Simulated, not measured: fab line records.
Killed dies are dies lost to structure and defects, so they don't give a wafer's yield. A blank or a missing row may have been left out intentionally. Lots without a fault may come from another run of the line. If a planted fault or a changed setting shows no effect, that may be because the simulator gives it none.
fab line records ; flow nand-harc
[record] lots = 12; wafers = 36; last-day = 25
route steps=1159 shown A_M0@1007 END@1159
lots with no fault: from the same line, run without faults
start-h: start of the lot's first displayed wafer, in hours after the record's first day ; wait-h: hours from the lot's prior step to this one ; " as in the row above ; L1.1+2: one row covering several wafers at once ; - no value, or no start was given ; * or withheld: withheld ; < > ~ a bound
route shown NAME@n: NAME is a module with steps in the file, n the number in the route of the first one ; usual: mean/standard deviation taken from wafers without a fault ; same: alike in all rows ; chamber/n: place in a boat ; sites: each site's reading ; _std_site: standard deviation of those values ; _edge_site: mean of outer sites minus mean of inner sites ; radius-mm: for every site, how far away it sits from the centre of the wafer ; mask NAME#n: copy n ; behind: the last tool/chamber to shape the wafer ; hold: what put the lot on hold/how long, in hours/how the hold closed ; device: the n, p or np transistor that did not switch ; end of line: the tests these same wafers got at the end of their route ; for a step that has no rows: nothing shown but its recipe ; killed: at the first sort, the dies lost to defects and structure; wafer yield is something else ; map: a wafer's dies, marking killed ones x, the rest . and places with no die _
set.NAME: the setting that was run; set.NAME@STEP: the one run at that earlier step ; model.NAME: the simulator's own value behind a step, which no gauge read
a sample of lots followed through the steps of the route, with each step as a table and each wafer as a row
services: from which hour (start-h, from the record's first day; less than 0 if before it) a tool's chamber was out of use, for how many hours, and why
[[steps]]
[step NHARC_A_M0_DESCUM_14]
[recipe] time-s = 3; o2-flow-sccm = 200; ar-flow-sccm = 0; bias-power-w = 0; chemistry = O2
[usual] drypump-motor-current-A = 6.0/0.43; oes-product-au = 1.005/0.013; rf-vpp-V = 57.9/0.85; showerhead-plenum-p-Torr = 1.93/0.058; throttle-valve-pct = 11.311/0.0089
lot.wafer;tool;chamber;start-h;wait-h;drypump-motor-current-A;oes-product-au;rf-hours-counter-h;rf-vpp-V;showerhead-plenum-p-Torr;throttle-valve-pct
L185.3;rie-diel-04;0;396.91;0.1;6.0;1.014;6;57.5;1.93;11.304
L185.2;rie-diel-04;2;396.91;0.1;6.4;1.021;8;58.9;1.89;11.305
L185.1;rie-diel-04;3;396.91;0.1;6.4;0.974;8;59.0;1.93;11.324
L187.1;rie-diel-04;2;404.22;0.1;6.4;1.021;8;57.6;1.89;11.301
L187.2;rie-diel-04;3;404.22;0.1;6.4;0.969;8;56.2;1.93;11.309
L187.6;rie-diel-04;3;404.22;0.1;6.4;0.983;-;57.8;1.93;11.305
L188.3;rie-diel-10;1;431.39;0.1;5.6;1.008;5;57.8;1.97;11.301
L188.4;rie-diel-10;2;431.39;0.1;6.1;0.981;5;57.8;1.92;11.301
L188.6;rie-diel-10;1;431.39;0.1;5.6;1.012;-;58.3;1.97;11.319
L190.4;rie-diel-05;2;455.43;0.1;6.2;1.008;9;60.1;2.01;11.316
L190.3;rie-diel-05;0;455.43;0.1;6.4;1.008;8;59.7;1.97;11.302
L190.2;rie-diel-05;1;455.43;0.1;5.6;1.006;9;58.1;1.97;11.313
L192.1;rie-diel-05;3;463.35;0.1;5.0;0.988;9;57.9;1.81;11.312
L192.2;rie-diel-05;0;463.35;0.1;6.4;1.010;8;57.3;1.97;11.305
L192.5;rie-diel-05;0;463.35;0.1;6.4;0.996;-;58.2;1.97;11.295
L196.1;rie-diel-04;2;499.93;0.1;6.5;1.025;1;57.2;1.88;11.330
L196.3;rie-diel-04;0;499.93;0.1;6.0;1.019;1;58.3;1.92;11.296
L196.5;rie-diel-04;3;499.93;0.1;6.4;1.001;-;57.5;1.93;11.311
L197.2;rie-diel-10;2;500.40;0.1;6.0;0.996;11;57.3;1.91;11.306
L197.3;rie-diel-10;0;500.40;0.1;5.7;0.991;11;58.0;1.96;11.312
L197.1;rie-diel-10;1;500.40;0.1;5.6;1.011;11;58.3;1.97;11.317
L198.1;rie-diel-05;0;505.70;0.1;6.4;0.985;10;59.2;1.97;11.319
L198.2;rie-diel-05;3;505.70;0.1;5.0;0.987;10;57.2;1.81;11.304
L198.4;rie-diel-05;1;505.70;0.1;5.5;1.016;-;58.6;1.97;11.305
L202.1;rie-diel-10;3;525.93;0.1;6.5;1.007;10;58.3;2.04;11.314
L202.3;rie-diel-10;0;525.93;0.1;5.7;1.004;13;58.5;1.96;11.310
L202.4;rie-diel-10;1;525.93;0.1;5.6;1.012;13;58.8;1.97;11.309
L203.3;rie-diel-04;1;529.18;0.1;6.0;0.999;2;58.1;1.88;11.298
L203.1;rie-diel-04;2;529.18;0.1;6.4;1.024;2;56.4;1.88;11.310
L203.4;rie-diel-04;3;529.18;0.1;6.4;0.988;3;58.2;1.93;11.310
L205.3;rie-diel-04;0;537.01;0.1;6.0;1.019;3;59.1;1.92;11.321
L205.5;rie-diel-04;3;537.01;0.1;6.4;1.003;-;56.7;1.93;11.302
L205.6;rie-diel-04;0;537.01;0.1;6.0;1.029;-;58.5;1.92;11.299
L207.3;rie-diel-10;1;552.50;0.1;5.6;1.027;1;58.4;1.97;11.299
L207.1;rie-diel-10;2;552.50;0.1;6.0;1.009;2;56.4;1.91;11.303
L207.4;rie-diel-10;3;552.50;0.1;6.6;1.026;2;57.7;2.04;11.325
[step NHARC_A_M0_ETCH_34]
[recipe] target-depth-a = 400; overetch-a = 120; time-s = 43.94; ion-energy-ev = 200; n2-flow-sccm = 150; h2-flow-sccm = 150; ar-flow-sccm = 0; rf-w = 400; bias-w = 150; chemistry = N2/H2
[usual] drypump-motor-current-A = 6.0/0.43; oes-product-au = 1.005/0.014; rf-vpp-V = 431.1/1.8; showerhead-plenum-p-Torr = 2.06/0.062; throttle-valve-pct = 14.171/0.0084
lot.wafer;tool;chamber;start-h;wait-h;drypump-motor-current-A;oes-product-au;rf-hours-counter-h;rf-vpp-V;showerhead-plenum-p-Torr;throttle-valve-pct
L185.3;rie-diel-04;2;397.00;0.1;6.4;1.024;8;430.9;2.01;14.162
L185.2;rie-diel-04;0;397.00;0.1;6.0;1.023;6;431.1;2.05;14.166
L185.1;rie-diel-04;1;397.00;0.1;6.0;0.997;7;428.6;2.01;14.168
L187.2;rie-diel-04;0;404.30;0.1;6.0;1.013;7;430.6;2.05;14.187
L187.1;rie-diel-04;3;404.30;0.1;6.4;0.985;8;431.5;2.06;14.160
L187.6;rie-diel-04;0;404.30;0.1;6.0;1.026;-;431.1;2.05;14.170
L188.3;rie-diel-10;1;431.46;0.1;5.6;1.016;5;432.0;2.11;14.179
L188.4;rie-diel-10;2;431.46;0.1;6.1;0.992;5;430.5;2.04;14.175
L188.6;rie-diel-10;2;431.46;0.1;6.1;0.989;-;432.0;2.04;14.169
L190.4;rie-diel-05;2;455.51;0.1;6.2;1.014;9;433.4;2.14;14.173
L190.2;rie-diel-05;3;455.51;0.1;5.0;0.997;8;427.4;1.93;14.167
L190.3;rie-diel-05;1;455.51;0.1;5.6;1.002;9;432.3;2.10;14.156
L192.2;rie-diel-05;1;463.44;0.1;5.6;1.000;9;431.4;2.10;14.163
L192.1;rie-diel-05;2;463.44;0.1;6.2;1.010;9;434.0;2.14;14.163
L192.5;rie-diel-05;0;463.44;0.1;6.4;0.995;-;432.2;2.10;14.172
L196.3;rie-diel-04;0;500.02;0.1;6.0;1.023;1;430.6;2.05;14.165
L196.1;rie-diel-04;2;500.02;0.1;6.4;1.026;1;430.4;2.01;14.198
L196.5;rie-diel-04;0;500.02;0.1;6.0;1.014;-;430.1;2.05;14.174
L197.3;rie-diel-10;0;500.49;0.1;5.7;0.993;11;432.0;2.09;14.178
L197.1;rie-diel-10;2;500.49;0.1;6.1;0.986;11;430.6;2.04;14.181
L197.2;rie-diel-10;3;500.49;0.1;6.6;1.017;8;433.5;2.18;14.191
L198.2;rie-diel-05;3;505.80;0.1;5.0;0.983;10;428.4;1.93;14.183
L198.1;rie-diel-05;1;505.80;0.1;5.6;1.005;11;432.4;2.10;14.156
L198.4;rie-diel-05;3;505.80;0.1;5.0;0.985;-;428.7;1.93;14.167
L202.4;rie-diel-10;0;526.02;0.1;5.7;0.994;13;430.8;2.09;14.179
L202.3;rie-diel-10;1;526.02;0.1;5.6;1.024;13;432.2;2.10;14.174
L202.1;rie-diel-10;2;526.02;0.1;6.1;0.998;13;430.5;2.04;14.190
L203.1;rie-diel-04;2;529.25;0.1;6.4;1.027;2;427.8;2.01;14.167
L203.3;rie-diel-04;3;529.25;0.1;6.4;0.991;3;430.7;2.05;14.171
L203.4;rie-diel-04;1;529.25;0.1;6.0;0.990;2;428.9;2.01;14.177
L205.3;rie-diel-04;0;537.10;0.1;6.0;1.011;3;430.0;2.05;14.178
L205.6;rie-diel-04;1;537.10;0.1;6.0;0.995;-;428.6;2.01;14.165
L205.5;rie-diel-04;2;537.10;0.1;6.4;1.018;-;430.3;2.01;14.168
L207.1;rie-diel-10;2;552.58;0.1;6.1;1.011;2;432.0;2.04;14.163
L207.4;rie-diel-10;0;552.58;0.1;5.7;1.001;2;431.3;2.08;14.163
L207.3;rie-diel-10;1;552.58;0.1;5.6;1.020;1;431.7;2.10;14.169
[step NHARC_A_M0_PVD_20]
[recipe] target-thk-a = 50; bias-v = 168.6; power-w = 15000; chamber-pressure-pa = 0.12; time-s = 8.06; substrate-temp-c = 50; material = TaN
[usual] throttle-valve-pct = 29.6/0.79
lot.wafer;tool;chamber;start-h;wait-h;throttle-valve-pct
L185.1;pvd-sputter-03;-;-;-;29.1
L185.2;pvd-sputter-03;-;-;-;31.1
L185.3;pvd-sputter-03;-;-;-;29.0
L187.2;pvd-sputter-03;-;-;-;30.7
L187.1;pvd-sputter-03;-;-;-;29.3
L187.6;pvd-sputter-03;-;-;-;30.8
L188.4;pvd-sputter-03;-;-;-;29.4
L188.3;pvd-sputter-03;-;-;-;29.0
L188.6;pvd-sputter-03;-;-;-;29.0
L190.4;pvd-sputter-03;-;-;-;29.4
L190.3;pvd-sputter-03;-;-;-;29.1
L190.2;pvd-sputter-03;-;-;-;31.0
L192.2;pvd-sputter-01;-;-;-;29.6
L192.1;pvd-sputter-01;-;-;-;29.4
L192.5;pvd-sputter-01;-;-;-;28.3
L196.1;pvd-sputter-01;-;-;-;28.6
L196.3;pvd-sputter-01;-;-;-;29.5
L196.5;pvd-sputter-01;-;-;-;28.5
L197.1;pvd-sputter-03;-;-;-;29.5
L197.2;pvd-sputter-03;-;-;-;29.4
L197.3;pvd-sputter-03;-;-;-;29.7
L198.1;pvd-sputter-01;-;-;-;28.5
L198.2;pvd-sputter-01;-;-;-;29.8
L198.4;pvd-sputter-01;-;-;-;28.8
L202.3;pvd-sputter-01;-;-;-;28.2
L202.4;pvd-sputter-01;-;-;-;29.6
L202.1;pvd-sputter-01;-;-;-;30.1
L203.4;pvd-sputter-03;-;-;-;29.2
L203.3;pvd-sputter-03;-;-;-;29.7
L203.1;pvd-sputter-03;-;-;-;29.6
L205.3;pvd-sputter-02;-;-;-;28.3
L205.5;pvd-sputter-02;-;-;-;29.4
L205.6;pvd-sputter-02;-;-;-;28.7
L207.1;pvd-sputter-02;-;-;-;31.3
L207.4;pvd-sputter-02;-;-;-;29.1
L207.3;pvd-sputter-02;-;-;-;28.5
[step NHARC_A_M0_CMP_23]
[recipe] t-overpolish-s = 20; target-thk-nm = 113.75
[usual] edge-zone-pressure-frac = 1.000/0.0049; motor-current-A = 12.4/1.4; t-overpolish-s = 20/0; time-to-endpoint-s = 28/3.3
lot.wafer;tool;chamber;start-h;wait-h;edge-zone-pressure-frac;motor-current-A;t-overpolish-s;time-to-endpoint-s
L185.1;cmp-03;2;399.02;-;0.994;12.0;20;25
L185.2;cmp-03;0;399.02;-;1.007;15.4;20;24
L185.3;cmp-03;1;399.02;-;1.000;12.9;20;25
L187.1;cmp-03;0;406.27;-;0.995;14.9;20;25
L187.2;cmp-03;2;406.27;-;0.994;11.9;20;28
L187.6;cmp-03;0;406.27;-;0.993;14.5;20;28
L188.4;cmp-04;2;433.38;-;0.997;12.3;20;33
L188.3;cmp-04;3;433.38;-;1.000;10.3;20;27
L188.6;cmp-04;3;433.38;-;0.994;10.0;20;27
L190.4;cmp-01;3;457.83;-;0.999;12.1;20;34
L190.2;cmp-01;0;457.83;-;1.000;11.4;20;29
L190.3;cmp-01;1;457.83;-;1.010;13.8;20;29
L192.2;cmp-01;0;465.36;-;0.997;11.8;20;26
L192.1;cmp-01;3;465.36;-;1.001;11.3;20;32
L192.5;cmp-01;0;465.36;-;0.999;11.3;20;28
L196.1;cmp-03;2;501.99;-;0.999;12.0;20;27
L196.3;cmp-03;3;501.99;-;1.006;12.5;20;29
L196.5;cmp-03;1;501.99;-;1.002;13.6;20;28
L197.2;cmp-04;1;502.41;-;-;-;-;-
L197.3;cmp-04;3;502.41;-;-;-;-;-
L197.1;cmp-04;0;502.41;-;-;-;-;-
L198.2;cmp-01;1;507.78;-;-;-;-;-
L198.1;cmp-01;2;507.78;-;-;-;-;-
L198.4;cmp-01;3;507.78;-;-;-;-;-
L202.4;cmp-04;1;527.93;-;1.001;12.0;20;28
L202.1;cmp-04;2;527.93;-;1.004;11.6;20;27
L202.3;cmp-04;3;527.93;-;0.996;11.0;20;24
L203.1;cmp-04;0;531.23;-;0.996;10.0;20;22
L203.4;cmp-04;1;531.23;-;0.995;12.1;20;30
L203.3;cmp-04;2;531.23;-;1.001;12.3;20;30
L205.3;cmp-04;2;539.11;-;1.001;12.1;20;25
L205.5;cmp-04;0;539.11;-;1.002;9.9;20;16
L205.6;cmp-04;1;539.11;-;0.997;12.0;20;26
L207.4;cmp-01;3;554.53;-;1.002;11.8;20;29
L207.1;cmp-01;0;554.53;-;1.004;11.2;20;25
L207.3;cmp-01;1;554.53;-;1.003;13.9;20;29
[step NHARC_A_M0_THK_MEAS_24]
[recipe] thk-meas-gauge = xrf
[usual] thk-nm = 113.7/1.7
lot.wafer;tool;chamber;start-h;wait-h;hold;thk-nm
L185.1;film-metro-01;-;399.33;-;-;114.4
L185.2;film-metro-01;-;399.33;-;-;114.7
L185.3;film-metro-01;-;399.33;-;-;115.1
L187.1;film-metro-02;-;406.58;-;-;113.5
L187.2;film-metro-02;-;406.58;-;-;114.0
L187.6;film-metro-02;-;406.58;-;-;113.6
L188.3;film-metro-02;-;433.70;-;-;114.5
L188.4;film-metro-02;-;433.70;-;-;115.4
L188.6;film-metro-02;-;433.70;-;-;114.4
L190.2;film-metro-01;-;458.12;-;-;112.9
L190.3;film-metro-01;-;458.12;-;-;114.2
L190.4;film-metro-01;-;458.12;-;-;118.1
L192.1;film-metro-02;-;465.68;-;-;116.5
L192.2;film-metro-02;-;465.68;-;-;112.9
L192.5;film-metro-02;-;465.68;-;-;110.4
L196.1;film-metro-02;-;502.25;-;-;113.0
L196.3;film-metro-02;-;502.25;-;-;115.5
L196.5;film-metro-02;-;502.25;-;-;111.3
L197.1;film-metro-01;-;502.72;0.2;await-dispo/0.2h/release;402.0
L197.2;film-metro-01;-;502.72;0.2;await-dispo/0.2h/release;402.6
L197.3;film-metro-01;-;502.72;0.2;await-dispo/0.2h/release;400.6
L197.1;film-metro-01;-;502.89;0.2;-;401.5
L197.2;film-metro-01;-;502.89;0.2;-;401.6
L197.3;film-metro-01;-;502.89;0.2;-;399.6
L198.1;film-metro-01;-;508.07;0.2;await-dispo/0.2h/release;400.4
L198.2;film-metro-01;-;508.07;0.2;await-dispo/0.2h/release;396.0
L198.4;film-metro-01;-;508.07;0.2;await-dispo/0.2h/release;397.8
L198.1;film-metro-01;-;508.24;0.2;-;399.5
L198.2;film-metro-01;-;508.24;0.2;-;395.1
L198.4;film-metro-01;-;508.24;0.2;-;398.8
L202.1;film-metro-01;-;528.24;-;-;112.3
L202.3;film-metro-01;-;528.24;-;-;111.0
L202.4;film-metro-01;-;528.24;-;-;114.0
L203.1;film-metro-02;-;531.51;-;-;111.8
L203.3;film-metro-02;-;531.51;-;-;114.8
L203.4;film-metro-02;-;531.51;-;-;115.5
L205.3;film-metro-02;-;539.37;-;-;113.6
L205.5;film-metro-02;-;539.37;-;-;111.2
L205.6;film-metro-02;-;539.37;-;-;112.4
L207.1;film-metro-02;-;554.82;-;-;113.3
L207.3;film-metro-02;-;554.82;-;-;116.8
L207.4;film-metro-02;-;554.82;-;-;116.0
[step NHARC_END_SORT_01]
[recipe] temp-c = 25
[usual] defect-limited-yield = 95.1/1.6; killed-at-array = 29/10; killed-at-other = 0.7/1.1; killed-at-periphery = 3.3/2.4; killed-dies = 33/11; killed-open = 3.3/2; killed-short = 1.9/1.3; sort_bin_2_pct = 1.5/0.67; sort_bin_3_pct = 0.27/0.24; sort_bin_4_pct = 3.1/1.1; sort-n-pass = 644/11; sort-rim-yield-pct = 97.1/2.1; sort-yield-pct = 95.1/1.6
[same] gross-dies = 677; sort_bin_5_pct[%] = 0; sort_bin_6_pct[%] = 0; sort_bin_7_pct[%] = 0; sort_bin_8_pct[%] = 0; sort-rim-n-gross = 106.00
lot.wafer;tool;chamber;start-h;wait-h;defect-limited-yield[%];killed-at-array;killed-at-other;killed-at-periphery;killed-dies;killed-open;killed-short;sort_bin_2_pct[%];sort_bin_3_pct[%];sort_bin_4_pct[%];sort-n-pass;sort-rim-yield-pct[%];sort-yield-pct[%]
L185.1;prober-02;0;435.16;2.5;94.4;32;3;3;38;4;3;1.6;0.30;3.7;639;96.2;94.4
L185.2;prober-02;0;435.97;2.8;94.2;37;0;2;39;2;4;1.2;0.30;4.3;638;99.1;94.2
L185.3;prober-02;0;436.78;3.1;95.7;29;0;0;29;0;0;0.6;0.30;3.4;648;96.2;95.7
L187.1;prober-01;0;445.51;2.5;96.3;21;0;4;25;2;4;0.1;0;3.5;652;99.1;96.3
L187.2;prober-01;0;446.31;2.8;95.9;26;0;2;28;4;5;1.2;0.15;2.8;649;97.2;95.9
L187.6;prober-01;0;449.50;4.0;97.0;18;0;2;20;2;1;0.9;0;2.1;657;99.1;97.0
L196.1;prober-01;0;540.71;2.5;93.6;32;3;8;43;4;2;1.9;1.18;3.2;634;96.2;93.6
L196.3;prober-01;0;542.29;3.1;93.2;35;5;6;46;3;2;1.6;0.44;4.7;631;96.2;93.2
L196.5;prober-01;0;543.88;3.7;94.8;29;1;5;35;3;2;0.9;0.15;4.1;642;98.1;94.8
L202.1;prober-01;0;566.62;2.5;94.2;33;0;6;39;1;1;1.3;0.15;4.3;638;89.6;94.2
L202.3;prober-01;0;568.21;3.1;94.5;32;0;5;37;2;1;1.5;0.44;3.5;640;95.3;94.5
L202.4;prober-01;0;569.01;3.4;95.6;29;1;0;30;2;1;2.4;0.30;1.8;647;97.2;95.6
// killed by level:class
L185.1 A_CHANNEL_HOLE_D1:chamber-film-flake=15 A_SLIT:chamber-film-flake=6 A_CONTACT:chamber-film-flake=3 A_WL_FILL:chamber-film-flake=2 THIN_TSV:chamber-film-flake=2 P_STI:geometric-particle:open=1 P_GATE:geometric-particle:open=1 A_ONON_D1:geometric-particle:open=1
L185.2 A_CHANNEL_HOLE_D1:chamber-film-flake=12 A_SLIT:chamber-film-flake=12 A_CONTACT:geometric-particle:short=3 A_WL_FILL:chamber-film-flake=3 A_BONDPAD:chamber-film-flake=2 P_M0:geometric-particle:open=1 A_WL_FILL:geometric-particle:short=1 A_CONTACT:geometric-particle:open=1
L185.3 A_CHANNEL_HOLE_D1:chamber-film-flake=11 A_SLIT:chamber-film-flake=11 A_WL_FILL:chamber-film-flake=3 A_CONTACT:chamber-film-flake=2 A_STAIRCASE:chamber-film-flake=2
L187.1 A_SLIT:chamber-film-flake=9 A_CHANNEL_FILL_D1:chamber-film-flake=3 A_M0:geometric-particle:short=2 P_GATE:chamber-film-flake=2 A_CHANNEL_HOLE_D1:chamber-film-flake=2 P_M1:geometric-particle:short=1 A_SGD_CUT:geometric-particle:open=1 A_WL_FILL:geometric-particle:open=1
L187.2 A_SLIT:chamber-film-flake=13 A_BLC:geometric-particle:short=2 A_CHANNEL_HOLE_D1:chamber-film-flake=2 A_SOURCE_PLATE:geometric-particle:short=1 A_ONON_D1:geometric-particle:short=1 A_CHANNEL_FILL_D1:geometric-particle:short=1 A_WL_FILL:geometric-particle:open=1 A_CONTACT:geometric-particle:open=1
L187.6 A_SLIT:chamber-film-flake=8 A_CHANNEL_FILL_D1:chamber-film-flake=4 A_CONTACT:chamber-film-flake=3 P_CONTACT:geometric-particle:open=1 A_SGD_CUT:geometric-particle:open=1 A_M0:geometric-particle:short=1 P_GATE:chamber-film-flake=1 A_STAIRCASE:chamber-film-flake=1
L196.1 A_SLIT:chamber-film-flake=9 A_CHANNEL_HOLE_D1:chamber-film-flake=7 P_CONTACT:chamber-film-flake=6 A_STAIRCASE:chamber-film-flake=5 A_CONTACT:chamber-film-flake=5 THIN_TSV:chamber-film-flake=3 A_CONTACT:geometric-particle:open=2 A_SOURCE_PLATE:geometric-particle:open=1
L196.3 A_SLIT:chamber-film-flake=17 A_CONTACT:chamber-film-flake=7 A_STAIRCASE:chamber-film-flake=6 P_CONTACT:chamber-film-flake=5 THIN_TSV:chamber-film-flake=4 A_CHANNEL_HOLE_D1:chamber-film-flake=2 P_CONTACT:geometric-particle:open=1 A_WL_FILL:geometric-particle:short=1
L196.5 A_SLIT:chamber-film-flake=10 A_CONTACT:chamber-film-flake=10 P_CONTACT:chamber-film-flake=3 A_STAIRCASE:chamber-film-flake=3 A_CHANNEL_HOLE_D1:chamber-film-flake=2 P_STI:geometric-particle:open=1 A_CHANNEL_FILL_D1:geometric-particle:open=1 A_CHANNEL_FILL_D1:geometric-particle:short=1
L202.1 A_CHANNEL_HOLE_D1:chamber-film-flake=28 P_ZERO_WELL:chamber-film-flake=4 P_GATE:chamber-film-flake=2 A_CONTACT:chamber-film-flake=2 A_CONTACT:geometric-particle:short=1 A_M0:geometric-particle:open=1 A_ZERO_WELL:chamber-film-flake=1
L202.3 A_CHANNEL_HOLE_D1:chamber-film-flake=27 P_ZERO_WELL:chamber-film-flake=4 A_CHANNEL_HOLE_D1:geometric-particle:short=1 A_CHANNEL_FILL_D1:geometric-particle:open=1 A_M0:geometric-particle:open=1 P_GATE:chamber-film-flake=1 A_ZERO_WELL:chamber-film-flake=1 A_STAIRCASE:chamber-film-flake=1
L202.4 A_CHANNEL_HOLE_D1:chamber-film-flake=21 A_CONTACT:chamber-film-flake=4 A_CHANNEL_FILL_D1:geometric-particle:open=1 A_M0:geometric-particle:open=1 STARTING-WAFER:geometric-particle:short=1 A_ZERO_WELL:chamber-film-flake=1 A_STAIRCASE:chamber-film-flake=1
[[services]]
tool;chamber;start-h;hours;kind
cmp-01;-;373.88;0.8;repair
cmp-01;-;375.64;4.0;pm
pvd-sputter-03;-;379.14;15.3;repair
rie-diel-10;3;390.21;15.5;repair
cmp-04;-;399.11;4.0;pm
cmp-04;-;411.67;1.0;repair
pvd-sputter-01;-;413.99;26.0;repair
rie-diel-05;0;432.69;10.8;repair
rie-diel-10;3;434.63;7.0;repair
rie-diel-05;-;454.47;0.1;repair
pvd-sputter-03;-;458.00;10.0;pm
cmp-04;-;464.22;0.6;repair
rie-diel-04;-;466.14;9.0;pm
cmp-04;-;467.90;0.5;repair
rie-diel-05;2;492.16;47.6;repair
rie-diel-05;-;493.21;0.9;repair
cmp-04;-;497.11;4.0;pm
cmp-04;-;506.52;1.1;repair
cmp-04;-;509.71;3.2;repair
rie-diel-04;2;512.21;2.2;repair
rie-diel-05;-;517.60;9.0;pm
rie-diel-10;-;530.71;9.0;pm
rie-diel-04;3;551.49;10.7;repair
cmp-04;-;554.50;1.4;repair
[[key]]
[first-sign] step = NHARC_A_M0_CMP_23; reading = tool-record; direction = missing
[effect] step = NHARC_A_M0_THK_MEAS_24; reading = visit; direction = added
[effect] step = NHARC_A_M0_THK_MEAS_24; reading = thk-nm; direction = up; sigmas = 99+; usual = 113.7; struck = 399.9
met-at NHARC_A_M0_CMP_23
struck-lots L197,L198
scrapped-behind NHARC_A_M0_THK_MEAS_24 L197.1,L197.2,L197.3,L198.1,L198.2,L198.4
not-acting-at NHARC_A_M0_DESCUM_14,NHARC_A_M0_ETCH_34,NHARC_A_M0_PVD_20
onset-between 465.36 502.41
[fault] kind = skipped-step-whole; tool = cmp-01,cmp-04; chamber = -; onset-h = 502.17; steps = NHARC_A_M0_CMP_23; scope = struck-lots-only
